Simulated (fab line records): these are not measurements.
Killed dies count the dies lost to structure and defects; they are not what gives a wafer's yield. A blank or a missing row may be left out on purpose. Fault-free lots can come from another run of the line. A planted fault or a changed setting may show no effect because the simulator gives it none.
fab line records	flow n5Finfet	part 1 of 2: steps 1 to 4 of 6
record: lots: 23	wafers: 69	lastDay: 19
route steps=1938 shown BEOL_M10@1484 BEOL_M11@1552
lots that met no fault: from a run of the same line without faults
startH: hours from the record's opening day to when the first of the lot's shown wafers began	waitH: hours since the lot's step before	" identical to the entry in the row above	L1.1+2: one row covering several wafers at once	- no value, or no start was given	* or withheld: withheld	< > ~ a bound
route shown NAME@n: a module of which the file shows steps, and the number in the route of the first	usual: the fault-free wafers' mean and standard deviation	same: alike in all rows	chamber/n: place in a boat	sites: readings site by site	_std_site: the values' standard deviation	_edge_site: mean of outer sites minus mean of inner sites	radiusMm: how far each site lies from the wafer's centre	mask NAME#n: copy n	behind: the tool/chamber that last shaped the wafer	hold: reason for holding the lot/hours on hold/outcome of the hold	device: transistor that didn't switch, given as n, p or np	end of line: at the end of the route, the tests of the same wafers	a step given without rows: its recipe and nothing more	killed: at the first sort, the dies lost to defects and structure; wafer yield is something else	map: dies across one wafer; x = killed, . = not, _ = none there
set.NAME: setting as actually run; set.NAME@STEP: the setting as run at that earlier step	model.NAME: the simulator's own value behind a step, which no gauge read
one table for each step of the route and one row for each wafer, over a sample of lots
services: the hour from which a tool's chamber was out of use, counted from the record's first day as startH (under 0 if before that day), plus the number of hours and why
== steps ==
step: N5_BEOL_M10_OVL_MEAS_12
recipe: pointsPerWafer: 44
usual: M10_OVL: 0.1/0.74
lot.wafer	tool	chamber	startH	waitH	M10_OVL[nm]
L074.1	overlay-01	0	221.37	0.0	-0.8
L074.2	"	0	"	"	0.6
L074.6	"	0	"	"	0.4
L077.2	overlay-02	0	239.62	0.0	0.8
L077.3	"	0	"	"	-0.7
L077.5	"	0	"	"	-0.1
L075.2	overlay-01	0	245.00	0.0	-0.5
L075.3	"	0	"	"	0.5
L075.5	"	0	"	"	-1.0
L079.1	overlay-02	0	254.70	0.0	0.3
L079.3	"	0	"	"	0.1
L079.4	"	0	"	"	-0.4
L078.3	overlay-01	0	254.86	0.0	0.6
L078.4	"	0	"	"	0.0
L078.6	"	0	"	"	0.4
L076.3	overlay-01	0	255.55	0.0	0.4
L076.4	"	0	"	"	0.5
L076.5	"	0	"	"	0.4
L082.1	overlay-01	0	279.68	0.0	-1.4
L082.2	"	0	"	"	0.7
L082.4	"	0	"	"	0.2
L081.4	overlay-01	0	282.20	0.0	-0.6
L081.5	"	0	"	"	0.8
L081.6	"	0	"	"	0.8
L080.3	overlay-01	0	288.11	0.0	-0.4
L080.4	"	0	"	"	0.5
L080.5	"	0	"	"	-0.8
L084.4	overlay-02	0	291.28	0.0	0.8
L084.5	"	0	"	"	0.3
L084.6	"	0	"	"	1.7
L085.1	overlay-02	0	292.10	0.0	0.5
L085.2	"	0	"	"	1.1
L085.6	"	0	"	"	0.5
L086.2	overlay-02	0	310.11	0.0	1.1
L086.3	"	0	"	"	-1.0
L086.4	"	0	"	"	-0.5
L090.1	overlay-01	0	316.96	0.0	0.3
L090.2	"	0	"	"	-0.4
L090.4	"	0	"	"	0.3
L088.1	overlay-02	0	332.27	0.0	-0.5
L088.3	"	0	"	"	0.3
L088.5	"	0	"	"	0.4
L087.2	overlay-02	0	332.97	0.0	-0.7
L087.3	"	0	"	"	0.9
L087.4	"	0	"	"	-1.0
L089.2	overlay-01	0	337.60	0.1	1.4
L089.4	"	0	"	"	0.1
L089.5	"	0	"	"	1.1
L091.2	overlay-01	0	339.57	0.0	1.3
L091.4	"	0	"	"	0.3
L091.5	"	0	"	"	0.7
L092.1	overlay-01	0	366.63	0.0	0.2
L092.2	"	0	"	"	-0.9
L092.3	"	0	"	"	0.9
L094.2	overlay-02	0	378.31	0.0	-0.2
L094.3	"	0	"	"	-0.1
L094.4	"	0	"	"	-0.7
L093.1	overlay-02	0	386.02	0.0	0.6
L093.2	"	0	"	"	2.4
L093.4	"	0	"	"	1.2
L097.2	overlay-01	0	386.10	0.0	-0.5
L097.4	"	0	"	"	0.3
L097.6	"	0	"	"	0.1
L096.2	overlay-02	0	390.22	0.0	-0.3
L096.3	"	0	"	"	-1.7
L096.5	"	0	"	"	-1.2
L095.3	overlay-01	0	393.57	0.0	1.6
L095.4	"	0	"	"	-1.9
L095.5	"	0	"	"	0.8
step: N5_BEOL_M10_STRIP_67
recipe: chemistry: CF4	resist: SiARC	powerW: 300	biasPowerW: 75	pressureMtorr: 50	cf4FlowSccm: 150	rfFrequencyHz: 6e+07
usual: drypumpMotorCurrentA: 5.49/0.29	oesProductAu: 0.82/0.086	rfVppV: 271.2/1.5	showerheadPlenumPTorr: 1.80/0.059	throttleValvePct: 13.43/0.25
lot.wafer	tool	chamber	startH	waitH	drypumpMotorCurrentA	oesProductAu	rfHoursCounterH	rfVppV	showerheadPlenumPTorr	throttleValvePct
L074.1	rieDiel-03	0	221.66	0.0	5.85	0.88	25	271.7	1.81	12.95
L074.2	"	2	"	"	4.94	0.88	32	271.8	1.90	13.47
L074.6	"	3	"	"	5.42	0.82	-	272.6	1.81	13.47
L077.2	rieDiel-04	0	239.91	0.0	5.52	0.71	239	269.6	1.77	13.63
L077.3	"	3	"	"	5.23	0.73	199	270.1	1.78	13.65
L077.5	"	0	"	"	5.54	0.71	-	270.2	1.77	13.64
L075.2	rieDiel-03	0	245.29	0.0	5.84	0.87	35	272.4	1.81	12.97
L075.3	"	2	"	"	4.93	0.88	42	272.9	1.90	13.49
L075.5	"	1	"	"	5.84	0.97	-	272.4	1.84	13.36
L079.1	rieDiel-04	3	254.98	0.0	5.21	0.72	202	270.9	1.78	13.64
L079.3	"	0	"	"	5.53	0.70	245	270.3	1.76	13.64
L079.4	"	1	"	"	5.92	0.71	226	269.5	1.71	13.68
L078.3	rieDiel-04	3	255.24	0.0	5.23	0.72	202	270.6	1.78	13.64
L078.4	"	2	"	"	5.39	0.91	24	269.8	1.77	13.16
L078.6	"	2	"	"	5.39	0.91	-	270.3	1.77	13.18
L076.3	rieDiel-04	1	255.84	0.0	5.91	0.70	226	269.7	1.71	13.69
L076.4	"	3	"	"	5.21	0.71	202	269.1	1.78	13.65
L076.5	"	3	"	"	5.23	0.72	-	270.8	1.78	13.66
L082.1	rieDiel-03	0	279.97	0.0	5.84	0.85	46	272.9	1.81	12.98
L082.2	"	1	"	"	5.83	0.93	12	271.2	1.84	13.39
L082.4	"	3	"	"	5.43	0.80	88	271.5	1.81	13.53
L081.4	rieDiel-01	3	282.69	0.0	5.23	0.82	-	270.9	1.74	13.45
L081.5	"	2	"	"	5.77	0.72	-	268.9	1.71	13.81
L081.6	"	0	"	"	5.33	0.69	-	273.5	1.83	13.72
L080.3	rieDiel-01	0	288.43	0.0	5.33	0.69	250	273.4	1.83	13.70
L080.4	"	2	"	"	5.77	0.72	-	269.7	1.71	13.80
L080.5	"	0	"	"	5.34	0.69	-	272.2	1.83	13.69
L084.4	rieDiel-01	0	291.87	0.0	5.32	0.69	-	272.1	1.83	13.71
L084.5	"	2	"	"	5.77	0.72	-	270.6	1.71	13.84
L084.6	"	3	"	"	5.25	0.82	-	268.7	1.74	13.47
L085.1	rieDiel-03	1	292.44	0.0	5.82	0.92	17	272.0	1.84	13.41
L085.2	"	2	"	"	4.94	0.85	57	272.9	1.89	13.53
L085.6	"	2	"	"	4.92	0.84	-	274.4	1.89	13.51
L086.2	rieDiel-03	0	310.40	0.0	5.80	0.85	49	271.5	1.81	13.00
L086.3	"	3	"	"	5.44	0.78	99	269.7	1.80	13.55
L086.4	"	1	"	"	5.82	0.91	24	272.1	1.83	13.42
L090.1	rieDiel-03	0	317.25	0.0	5.82	0.85	52	271.5	1.81	13.00
L090.2	"	1	"	"	5.84	0.90	26	271.1	1.83	13.42
L090.4	"	3	"	"	5.44	0.79	101	272.0	1.80	13.57
L088.1	rieDiel-01	1	332.56	0.0	5.62	0.93	16	272.2	1.90	13.17
L088.3	"	2	"	"	5.78	0.71	237	270.6	1.70	13.87
L088.5	"	1	"	"	5.64	0.92	-	273.6	1.90	13.17
L087.2	rieDiel-04	3	333.26	0.0	5.20	0.69	235	270.4	1.77	13.73
L087.3	"	0	"	"	5.53	0.96	8	270.0	1.76	13.09
L087.4	"	2	"	"	5.39	0.87	-	269.9	1.76	13.21
L089.2	rieDiel-04	3	337.97	0.0	5.23	0.69	237	270.0	1.77	13.75
L089.4	"	2	"	"	5.40	0.87	47	269.1	1.76	13.23
L089.5	"	0	"	"	5.54	0.96	-	269.0	1.76	13.09
L091.2	rieDiel-01	1	339.86	0.0	5.64	0.91	19	274.5	1.90	13.17
L091.4	"	3	"	"	5.25	0.80	97	268.0	1.73	13.48
L091.5	"	3	"	"	5.26	0.80	-	269.3	1.73	13.51
L092.1	rieDiel-04	3	367.42	0.0	5.21	0.69	245	271.7	1.77	13.74
L092.2	"	1	"	"	5.92	0.91	10	273.4	1.90	13.21
L092.3	"	0	"	"	5.52	0.94	19	271.9	1.76	13.11
L094.2	rieDiel-03	0	378.60	0.0	5.84	0.81	72	272.4	1.80	13.03
L094.3	"	1	"	"	5.83	0.87	47	271.3	1.83	13.48
L094.4	"	2	"	"	4.93	0.82	82	272.8	1.88	13.59
L093.1	rieDiel-01	0	386.31	0.0	5.32	0.89	28	271.9	1.82	13.18
L093.2	"	3	"	"	5.26	0.79	113	269.8	1.73	13.53
L093.4	"	1	"	"	5.61	0.89	-	274.5	1.89	13.21
L097.2	rieDiel-01	1	386.56	0.0	5.65	0.89	37	274.4	1.89	13.20
L097.4	"	3	"	"	5.24	0.79	-	269.7	1.73	13.54
L097.6	"	1	"	"	5.63	0.88	-	273.6	1.89	13.20
L096.2	rieDiel-03	0	390.99	0.0	5.81	0.81	76	270.7	1.80	13.05
L096.3	"	2	"	"	4.92	0.82	86	272.9	1.88	13.57
L096.5	"	3	"	"	5.44	0.76	-	271.0	1.80	13.62
L095.3	rieDiel-04	3	393.86	0.0	5.18	0.69	253	270.7	1.76	13.76
L095.4	"	1	"	"	5.91	0.89	18	273.7	1.90	13.25
L095.5	"	1	"	"	5.91	0.89	-	274.4	1.90	13.22
step: N5_BEOL_M10_ETCH_41
recipe: chemistry: CH3F/O2	target: SiCN	targetDepthA: 426	taperDeg: 2	timeS: 86	ionEnergyEv: 120	maskMaterial: TiN	pressureMtorr: 30	sourceW: 395	biasW: 75	Ar_flow_sccm: 150	CH3F_flow_sccm: 30	O2_flow_sccm: 20
usual: drypumpMotorCurrentA: 5.5/0.31	oesProductAu: 0.83/0.093	rfVppV: 297.5/1.8	showerheadPlenumPTorr: 2.02/0.081	throttleValvePct: 16.20/0.22
lot.wafer	tool	chamber	startH	waitH	drypumpMotorCurrentA	oesProductAu	rfHoursCounterH	rfVppV	showerheadPlenumPTorr	throttleValvePct
L074.1	rieDiel-01	0	-	-	5.3	0.69	221	298.8	2.06	16.37
L074.2	"	3	"	"	5.2	0.86	50	296.0	1.93	16.08
L074.6	"	1	"	"	5.6	0.68	-	295.9	1.88	16.33
L077.2	rieDiel-04	2	-	-	5.4	0.93	20	295.6	1.96	15.82
L077.3	"	0	"	"	5.5	0.69	-	297.2	1.98	16.36
L077.5	"	0	"	"	5.5	0.69	-	297.0	1.98	16.37
L075.2	rieDiel-03	3	-	-	5.4	0.82	79	296.3	2.01	16.24
L075.3	"	1	"	"	5.8	1.00	4	298.9	2.06	16.23
L075.5	"	2	"	"	4.9	0.88	-	299.2	2.14	16.35
L079.1	rieDiel-03	3	-	-	5.4	0.82	81	298.0	2.01	16.24
L079.3	"	0	"	"	5.8	0.88	38	297.9	2.04	15.77
L079.4	"	1	"	"	5.9	0.97	5	298.7	2.06	16.25
L078.3	rieDiel-04	0	-	-	5.5	0.69	245	296.5	1.98	16.37
L078.4	"	1	"	"	5.9	0.70	226	294.5	1.90	16.40
L078.6	"	3	"	"	5.2	0.72	-	296.8	1.97	16.29
L076.3	rieDiel-01	0	-	-	5.3	0.68	235	298.2	2.05	16.38
L076.4	"	3	"	"	5.2	0.82	-	296.1	1.93	16.09
L076.5	"	1	"	"	5.6	0.66	-	295.3	1.88	16.35
L082.1	rieDiel-03	1	-	-	5.8	0.94	13	298.4	2.06	16.25
L082.2	"	2	"	"	4.9	0.87	53	299.1	2.13	16.37
L082.4	"	0	"	"	5.8	0.86	46	297.6	2.03	15.79
L081.4	rieDiel-04	0	-	-	5.5	0.69	-	298.1	1.97	16.40
L081.5	"	1	"	"	5.9	0.70	-	295.3	1.90	16.43
L081.6	"	3	"	"	5.2	0.71	-	296.6	1.97	16.32
L080.3	rieDiel-03	3	-	-	5.4	0.80	92	298.7	2.01	16.26
L080.4	"	1	"	"	5.8	0.94	-	297.9	2.06	16.28
L080.5	"	2	"	"	4.9	0.86	-	298.4	2.13	16.36
L084.4	rieDiel-03	2	-	-	4.9	0.86	-	300.1	2.13	16.39
L084.5	"	1	"	"	5.8	0.95	-	297.2	2.06	16.26
L084.6	"	3	"	"	5.4	0.80	-	296.7	2.00	16.26
L085.1	rieDiel-01	2	-	-	5.8	0.71	222	295.6	1.90	16.51
L085.2	"	1	"	"	5.6	0.99	1	300.4	2.13	15.85
L085.6	"	1	"	"	5.6	0.99	-	300.0	2.13	15.86
L086.2	rieDiel-04	1	-	-	5.9	0.69	250	295.8	1.90	16.44
L086.3	"	2	"	"	5.4	0.91	35	296.3	1.95	15.86
L086.4	"	3	"	"	5.2	0.70	-	297.6	1.96	16.33
L090.1	rieDiel-01	3	-	-	5.2	0.81	90	296.4	1.92	16.16
L090.2	"	1	"	"	5.6	0.94	11	299.3	2.13	15.89
L090.4	"	0	"	"	5.3	0.96	4	298.5	2.04	15.90
L088.1	rieDiel-01	2	-	-	5.8	0.70	237	293.0	1.89	16.55
L088.3	"	3	"	"	5.2	0.81	94	297.4	1.92	16.17
L088.5	"	3	"	"	5.2	0.81	-	296.5	1.92	16.14
L087.2	rieDiel-03	1	-	-	5.8	0.90	32	299.1	2.06	16.29
L087.3	"	2	"	"	4.9	0.84	70	300.4	2.13	16.42
L087.4	"	3	"	"	5.4	0.78	106	297.3	2.00	16.29
L089.2	rieDiel-01	3	-	-	5.2	0.80	97	294.9	1.92	16.16
L089.4	"	2	"	"	5.8	0.71	240	295.0	1.89	16.53
L089.5	"	2	"	"	5.8	0.70	-	295.8	1.89	16.55
L091.2	rieDiel-03	0	-	-	5.8	0.85	60	298.5	2.03	15.82
L091.4	"	1	"	"	5.8	0.90	35	297.9	2.05	16.30
L091.5	"	2	"	"	5.0	0.84	-	298.7	2.13	16.40
L092.1	rieDiel-03	3	-	-	5.4	0.79	118	296.7	2.00	16.32
L092.2	"	1	"	"	5.8	0.88	45	296.1	2.05	16.32
L092.3	"	2	"	"	4.9	0.84	81	299.6	2.12	16.42
L094.2	rieDiel-03	1	-	-	5.8	0.88	47	295.6	2.05	16.32
L094.3	"	0	"	"	5.8	0.83	72	298.5	2.03	15.86
L094.4	"	2	"	"	4.9	0.83	82	298.2	2.12	16.43
L093.1	rieDiel-04	3	-	-	5.2	0.69	252	296.4	1.96	16.40
L093.2	"	2	"	"	5.4	0.86	61	295.9	1.94	15.89
L093.4	"	0	"	"	5.5	0.90	26	295.5	1.96	15.91
L097.2	rieDiel-01	3	-	-	5.2	0.77	114	296.5	1.91	16.21
L097.4	"	1	"	"	5.6	0.89	-	298.4	2.12	15.93
L097.6	"	0	"	"	5.3	0.89	-	297.1	2.04	15.95
L096.2	rieDiel-04	3	-	-	5.2	0.68	253	295.7	1.95	16.40
L096.3	"	0	"	"	5.5	0.89	27	295.9	1.96	15.93
L096.5	"	0	"	"	5.5	0.90	-	295.3	1.96	15.91
L095.3	rieDiel-04	0	-	-	5.5	0.89	28	293.9	1.96	15.92
L095.4	"	1	"	"	5.9	0.90	19	298.9	2.14	16.06
L095.5	"	0	"	"	5.5	0.89	-	297.0	1.96	15.92
step: N5_BEOL_M10_CMP_52
recipe: stopOn: SiCOH_lowk	tOverpolishS: 7	downForcePsi: 1	platenRpm: 50	clearingPlatenDownForcePsi: 1.5	clearingPlatenRpm: 50	postCmpClean: cuAlkaline	targetThkNm: 140	clearingPlatenPadVelocityMS: 0.99484	padVelocityMS: 0.99484
usual: barrierFieldEndpointS: 29.4/0.8	edgeZonePressureFrac: 1.000/0.0048	motorCurrentA: 5.7/0.75	overpolishRunS: 6.999/0.0089	retainingRingPressureFrac: 1.001/0.0051	timeToEndpointS: 67/3.4
lot.wafer	tool	chamber	startH	waitH	barrierFieldEndpointS	edgeZonePressureFrac	motorCurrentA	overpolishRunS	retainingRingPressureFrac	timeToEndpointS
L074.1	cmp-02	1	226.78	0.3	28.6	1.000	5.5	6.998	0.988	62
L074.2	"	2	"	"	29.0	1.004	4.3	6.989	0.996	66
L074.6	"	0	"	"	29.7	0.995	5.6	6.994	1.007	69
L077.3	cmp-04	1	245.34	0.2	28.3	1.002	5.3	7.000	1.001	63
L077.2	"	2	"	"	28.6	0.992	7.4	7.014	0.998	67
L077.5	"	2	"	"	29.3	0.998	7.0	6.999	1.006	65
L075.3	cmp-04	3	250.92	0.2	29.4	0.997	4.8	6.993	1.001	70
L075.2	"	1	"	"	29.0	1.002	5.8	7.009	0.992	64
L075.5	"	3	"	"	29.9	0.998	4.9	6.992	1.004	69
L079.4	cmp-02	3	258.96	0.1	30.1	0.998	6.8	6.981	1.007	72
L079.1	"	0	"	"	29.9	1.006	5.7	7.005	1.007	73
L079.3	"	2	"	"	29.6	1.005	4.4	7.016	0.997	70
L078.4	cmp-02	1	260.05	0.2	29.8	1.004	5.3	6.991	1.003	65
L078.3	"	3	"	"	30.2	0.998	6.4	7.010	1.002	70
L078.6	"	0	"	"	31.4	0.997	5.8	6.988	1.000	72
L076.4	cmp-01	0	260.32	0.2	29.8	0.999	6.3	6.988	1.000	65
L076.3	"	1	"	"	31.0	0.999	5.5	7.021	0.997	72
L076.5	"	3	"	"	30.2	1.004	5.6	6.982	1.003	68
L082.2	cmp-02	1	283.58	0.2	29.4	1.002	5.4	7.005	1.008	65
L082.1	"	2	"	"	29.8	1.007	4.4	6.992	1.002	67
L082.4	"	3	"	"	30.4	1.003	6.7	6.996	0.990	70
L081.4	cmp-01	0	287.57	0.1	28.8	0.998	6.7	7.007	1.000	62
L081.6	"	0	"	"	27.7	0.992	6.5	7.008	1.006	61
L081.5	"	1	"	"	30.0	1.002	5.5	7.000	0.992	71
L080.3	cmp-01	1	295.54	0.2	29.6	0.995	5.6	7.010	1.004	70
L080.4	"	3	"	"	28.0	1.000	5.9	7.003	0.994	60
L080.5	"	0	"	"	28.0	1.000	6.8	6.998	1.000	61
L085.2	cmp-01	0	297.92	0.2	28.1	1.005	7.0	6.999	0.993	61
L085.1	"	1	"	"	29.6	0.996	5.5	6.999	0.995	68
L085.6	"	1	"	"	30.9	1.000	5.6	7.005	1.004	71
L084.4	cmp-02	2	298.23	0.2	29.5	0.997	4.3	6.997	1.012	69
L084.5	"	0	"	"	29.0	1.005	5.5	7.010	1.005	70
L084.6	"	1	"	"	28.6	0.995	5.5	6.994	1.001	68
L086.4	cmp-04	0	315.74	0.2	29.1	1.005	5.3	7.000	1.007	66
L086.2	"	1	"	"	28.5	0.996	5.6	6.999	1.012	65
L086.3	"	2	"	"	27.9	0.994	6.8	6.999	0.991	66
L090.2	cmp-01	1	321.73	0.2	29.6	1.002	5.7	6.986	0.999	70
L090.1	"	2	"	"	29.8	1.004	5.9	7.004	0.996	66
L090.4	"	3	"	"	29.8	0.996	6.1	7.003	1.010	64
L088.3	cmp-04	0	336.21	0.2	28.1	1.002	5.0	6.997	1.005	67
L088.1	"	3	"	"	29.8	0.995	4.5	6.997	1.002	71
L088.5	"	1	"	"	29.8	0.997	5.5	6.984	0.997	66
L087.4	cmp-04	1	337.00	0.1	29.3	0.997	5.6	6.994	0.997	65
L087.3	"	2	"	"	29.3	0.995	7.0	6.986	1.006	68
L087.2	"	0	"	"	30.1	1.004	5.4	6.993	1.003	70
L089.4	cmp-01	1	341.38	0.2	30.2	0.998	5.6	6.990	0.992	70
L089.2	"	3	"	"	28.9	1.005	6.0	7.000	1.004	64
L089.5	"	0	"	"	27.9	0.997	6.7	6.988	1.005	61
L091.2	cmp-02	0	345.62	0.2	30.2	1.001	5.9	7.001	0.989	74
L091.4	"	3	"	"	29.6	1.001	6.6	7.001	1.008	69
L091.5	"	0	"	"	30.4	1.015	5.6	6.993	0.999	69
L092.1	cmp-02	0	373.26	0.3	28.5	1.005	5.5	7.001	1.002	65
L092.3	"	1	"	"	29.1	1.000	5.4	7.002	0.998	65
L092.2	"	3	"	"	29.1	0.998	6.6	6.999	1.002	65
L094.4	cmp-02	2	382.56	0.1	30.0	0.994	4.5	6.995	1.007	69
L094.3	"	3	"	"	30.2	1.002	6.9	7.007	1.003	67
L094.2	"	1	"	"	29.7	0.991	5.5	6.995	0.996	64
L093.4	cmp-02	2	391.14	0.1	28.9	1.000	4.5	7.011	1.007	69
L093.2	"	0	"	"	29.6	1.000	5.6	6.996	1.001	69
L093.1	"	1	"	"	27.9	0.999	5.2	7.010	1.001	66
L097.2	cmp-02	1	391.64	0.2	29.8	0.999	5.2	6.982	0.998	68
L097.4	"	0	"	"	30.3	0.995	5.9	6.990	0.994	71
L097.6	"	1	"	"	29.9	1.001	5.5	7.005	1.001	68
L096.2	cmp-01	1	396.85	0.3	29.0	1.001	5.5	7.006	1.003	68
L096.3	"	3	"	"	28.4	0.995	5.6	6.993	1.005	63
L096.5	"	1	"	"	30.3	1.003	5.4	6.987	1.005	70
L095.3	cmp-01	1	400.34	0.2	30.1	0.994	5.2	7.004	1.006	69
L095.4	"	2	"	"	29.5	0.994	5.9	6.993	1.001	68
L095.5	"	1	"	"	30.1	0.994	5.4	7.017	1.005	69
